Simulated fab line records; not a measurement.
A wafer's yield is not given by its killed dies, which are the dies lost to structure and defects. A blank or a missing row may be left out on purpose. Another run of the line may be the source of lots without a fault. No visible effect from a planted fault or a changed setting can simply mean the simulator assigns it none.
Which of the tools did it? -- flow n5_finfet -- 27 wafers from 9 lots sampled at 5 of the route's 1938 steps

== WHAT THE GAUGES SHOWED, per wafer ==
N5_BEOL_M4_RC_MEAS_101. Usual: DIBL_N 37.1 mV/V, standard deviation 2.6; DIBL_P 38 mV/V, standard deviation 3; IOFF_N 0.18 nA/um, standard deviation 0.052; IOFF_P 0.25 nA/um, standard deviation 0.06; ION_N 678 uA/um, standard deviation 15; ION_P 467 uA/um, standard deviation 8.6; SS_N 71.7 mV/dec, standard deviation 0.73; SS_P 73.7 mV/dec, standard deviation 0.89; VT_N 249 mV, standard deviation 4.3; VT_P -248 mV, standard deviation 3.8.
lot,measured,on,DIBL_N (mV/V),DIBL_P (mV/V),IOFF_N (nA/um),IOFF_P (nA/um),ION_N (uA/um),ION_P (uA/um),SS_N (mV/dec),SS_P (mV/dec),VT_N (mV),VT_P (mV),flag
L323,day 11 05:18,prober-02,36.0 36.3 36.3,34 36 35,0.14 0.17 0.15,0.20 0.24 0.24,676 692 691,465 472 474,71.2 71.6 71.2,72.9 73.4 72.7,248 244 249,-250 -246 -248,
L324,day 11 17:44,prober-01,37.3 36.6 36.6,39 36 38,0.21 0.16 0.18,0.29 0.23 0.29,708 683 682,478 467 476,71.3 72.1 70.9,74.5 73.8 74.0,242 248 243,-242 -246 -243,
L326,day 12 09:07,prober-02,34.7 33.9 34.8,34 33 35,0.13 0.12 0.13,0.22 0.19 0.23,659 661 674,464 461 475,71.6 71.3 71.1,73.4 72.3 72.6,251 253 255,-247 -251 -246,
L332,day 13 06:21,prober-02,36.6 35.2 36.7,37 37 37,0.17 0.15 0.16,0.21 0.21 0.21,681 683 671,462 474 460,72.2 71.9 71.5,73.4 73.5 73.6,250 251 250,-248 -249 -251,
L334,day 14 11:16,prober-02,36.4 32.7 35.0,36 31 33,0.15 0.10 0.13,0.20 0.17 0.17,684 666 664,466 463 455,71.6 70.4 71.5,73.5 72.9 72.6,252 257 257,-252 -253 -254,
L338,day 14 14:53,prober-02,36.8 37.6 42.1,38 39 43,0.15 0.18 0.30,0.25 0.29 0.40,675 680 712,469 478 482,71.2 71.5 72.6,73.1 73.6 75.5,253 247 241,-245 -245 -240,
L339,day 15 15:47,prober-01,32.3 36.0 32.8,34 38 34,0.11 0.17 0.12,0.17 0.25 0.18,661 662 671,452 461 469,70.5 72.2 70.6,71.0 74.0 71.9,253 247 254,-252 -248 -252,
L340,day 15 12:39,prober-01,35.4 36.7 35.1,38 39 38,0.15 0.18 0.15,0.20 0.22 0.21,669 688 669,457 465 460,71.1 71.8 71.3,73.4 73.7 73.4,253 246 251,-252 -252 -251,
L341,day 15 15:13,prober-02,38.0 33.1 35.1,38 34 35,0.18 0.10 0.13,0.25 0.17 0.18,675 655 666,464 458 455,72.1 70.9 71.4,73.6 73.0 73.5,250 258 253,-248 -255 -253,

== WHAT TOOL EACH LOT RAN ON (gives the tool, then ch and the chambers of the sampled wafers, and finally the start) ==
lot,N5_MOL_CONTACT_COAG_STRIP_98,N5_MOL_CONTACT_COAG_TI_SIL_19,N5_MOL_CONTACT_COAG_ALD_20,N5_MOL_CONTACT_COAG_COAT_75
L323,"rie_diel-01 ch 0,2,3, day 5 03:37","pvd_sputter-01, day 5 04:26","ald_metal-04 ch 0,2,3, day 5 04:33","litho_track-02 ch 0, day 5 11:52"
L324,"rie_diel-01 ch 2,3, day 5 12:18","pvd_sputter-02, day 5 12:49","ald_metal-04 ch 0,1,3, day 5 12:56","litho_track-04 ch 0, day 5 23:16"
L326,"rie_diel-04 ch 0,2,3, day 6 03:52","pvd_sputter-01, day 6 05:37","ald_metal-01 ch 0,1,3, day 6 05:44","litho_track-04 ch 0, day 6 13:11"
L332,"rie_diel-04 ch 0,2,3, day 7 08:34","pvd_sputter-01, day 7 09:25","ald_metal-01 ch 0,1,3, day 7 09:32","litho_track-04 ch 0, day 7 18:21"
L334,"rie_diel-04 ch 1,2,3, day 7 20:45","pvd_sputter-01, day 7 21:32","ald_metal-04 ch 1,2, day 7 21:39","litho_track-04 ch 0, day 8 07:44"
L338,"rie_diel-05 ch 0,1,2, day 8 20:22","pvd_sputter-02, day 8 21:18","ald_metal-01 ch 1,2,3, day 8 21:25","litho_track-01 ch 0, day 9 05:59"
L339,"rie_diel-01 ch 0,3, day 9 07:08","pvd_sputter-03, day 9 09:15","ald_metal-01 ch 0,1, day 9 09:23","litho_track-01 ch 0, day 9 16:11"
L340,"rie_diel-04 ch 1,2,3, day 9 09:11","pvd_sputter-03, day 9 09:44","ald_metal-02 ch 0,2, day 9 09:51","litho_track-01 ch 0, day 9 18:23"
L341,"rie_diel-05 ch 1,2,3, day 9 20:44","pvd_sputter-01, day 9 21:17","ald_metal-01 ch 0,2,3, day 9 21:25","litho_track-01 ch 0, day 10 07:20"
- N5_MOL_CONTACT_COAG_STRIP_98: strips in N2/H2.
- N5_MOL_CONTACT_COAG_TI_SIL_19: material Ti, target thk 4.2 nm, time 15 s.
- N5_MOL_CONTACT_COAG_ALD_20: deposits TiN, target thk 1.5 nm, pulse time 1 s, purge time 3 s.
- N5_MOL_CONTACT_COAG_COAT_75: time 60 s, resist thk 60 nm.

== AS READ BY THE TOOLS THEMSELVES (means over the sampled wafers that have a number; for cases with no such wafer, the mark the record gives instead) ==
N5_MOL_CONTACT_COAG_STRIP_98. Usual: bias_power_w 8.002 W, standard deviation 0.023; drypump_motor_current_A 5.7 A, standard deviation 0.57; h2_flow_sccm 300.1 sccm, standard deviation 0.97; oes_product_au 0.79 a.u., standard deviation 0.086; power_w 499.8 W, standard deviation 1.6; rf_vpp_V 54.4 V, standard deviation 1.5; showerhead_plenum_p_Torr 3.37 Torr, standard deviation 0.09; throttle_valve_pct 18.6 %, standard deviation 0.32.
lot,tool,bias_power_w (W),drypump_motor_current_A (A),h2_flow_sccm (sccm),oes_product_au (a.u.),power_w (W),rf_vpp_V (V),showerhead_plenum_p_Torr (Torr),throttle_valve_pct (%),flag
L323,rie_diel-01,8.008,5.5,300.6,0.77,500.2,54.1,3.28,18.5,
L324,rie_diel-01,8.008,5.6,299.1,0.81,500.5,54.1,3.27,18.4,
L326,rie_diel-04,7.976,5.7,300.1,0.71,499.8,54.5,3.37,18.5,
L332,rie_diel-04,8.000,5.7,301.4,0.72,498.6,53.9,3.37,18.5,
L334,rie_diel-04,7.997,6.0,300.7,0.79,500.0,54.4,3.43,18.7,
L338,rie_diel-05,8.007,5.7,300.1,0.82,500.1,53.7,3.34,18.4,
L339,rie_diel-01,8.000,5.5,299.3,0.77,499.2,53.0,3.33,18.7,
L340,rie_diel-04,7.993,6.0,300.3,0.77,500.2,54.1,3.42,18.7,
L341,rie_diel-05,8.018,5.7,300.2,0.85,499.3,53.5,3.31,18.6,

N5_MOL_CONTACT_COAG_TI_SIL_19. Usual: 30.4 % for throttle_valve_pct, sd 0.66.
lot,tool,throttle_valve_pct (%),flag
L323,pvd_sputter-01,30.2,
L324,pvd_sputter-02,30.7,
L326,pvd_sputter-01,30.3,
L332,pvd_sputter-01,30.7,
L334,pvd_sputter-01,30.5,
L338,pvd_sputter-02,30.1,
L339,pvd_sputter-03,31.4,
L340,pvd_sputter-03,30.2,
L341,pvd_sputter-01,30.4,

N5_MOL_CONTACT_COAG_ALD_20. Usual: heater_power_outer_w 534 W, standard deviation 46; heater_power_w 838 W, standard deviation 65; precursor_pulse_height_rel 1.000, standard deviation 0.02.
lot,tool,heater_power_outer_w (W),heater_power_w (W),precursor_pulse_height_rel,flag
L323,ald_metal-04,586,929,1.003,
L324,ald_metal-04,577,910,0.996,
L326,ald_metal-01,520,811,0.990,
L332,ald_metal-01,515,805,1.015,
L334,ald_metal-04,531,859,1.001,
L338,ald_metal-01,502,805,0.997,
L339,ald_metal-01,518,803,0.977,
L340,ald_metal-02,518,830,1.003,
L341,ald_metal-01,532,818,0.994,

N5_MOL_CONTACT_COAG_COAT_75. Usual: 1500.1 rpm for spin_speed_rpm, sd 1.1.
lot,tool,spin_speed_rpm (rpm),flag
L323,litho_track-02,1500.2,
L324,litho_track-04,1500.3,
L326,litho_track-04,1499.8,
L332,litho_track-04,1563.9,OFF
L334,litho_track-04,1563.6,OFF
L338,litho_track-01,1499.7,
L339,litho_track-01,1500.9,
L340,litho_track-01,1500.7,
L341,litho_track-01,1499.7,

== THE ANSWER, worked out from the rows above alone ==
Rule: a lot is off if the mean of its wafers that have a number lies more than 3 standard deviations from the usual mean. Also off: a lot with no number at a reading for which 4 or more lots have one. Any other lot the step has rows for is counted as sound. The gauges are gone through in route order, then the tools' own readings, and for those a lot's mean is taken as printed above. At the first step where some lot is off, the reading lying furthest off is the one used; lots without a number count as furthest.
Off: L332, L334, at N5_MOL_CONTACT_COAG_COAT_75 (spin_speed_rpm).
A tool fits if, at that step or a process step before it, it ran every lot that is off, and no sound lot after the first of them. One fits: N5_MOL_CONTACT_COAG_COAT_75 on litho_track-04. A fault onset in the window from L326 (day 6 13:11, its last sound lot) to L332 (day 7 18:21, its first lot off) fits.
On the lots that are off, the tool's own readings at N5_MOL_CONTACT_COAG_COAT_75 differ by more than 5 times the standard deviation of the sound lots' means, which bears it out; spin_speed_rpm reads 1563.8 rpm there versus 1500.2 rpm on the sound lots.

== WHAT HAD BEEN PUT IN BY THE SIMULATOR ==
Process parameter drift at N5_MOL_CONTACT_COAG_COAT_75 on litho_track-04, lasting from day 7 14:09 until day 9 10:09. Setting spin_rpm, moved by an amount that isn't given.
Lots struck among those shown: L332, L334. The same result came from the rule above.
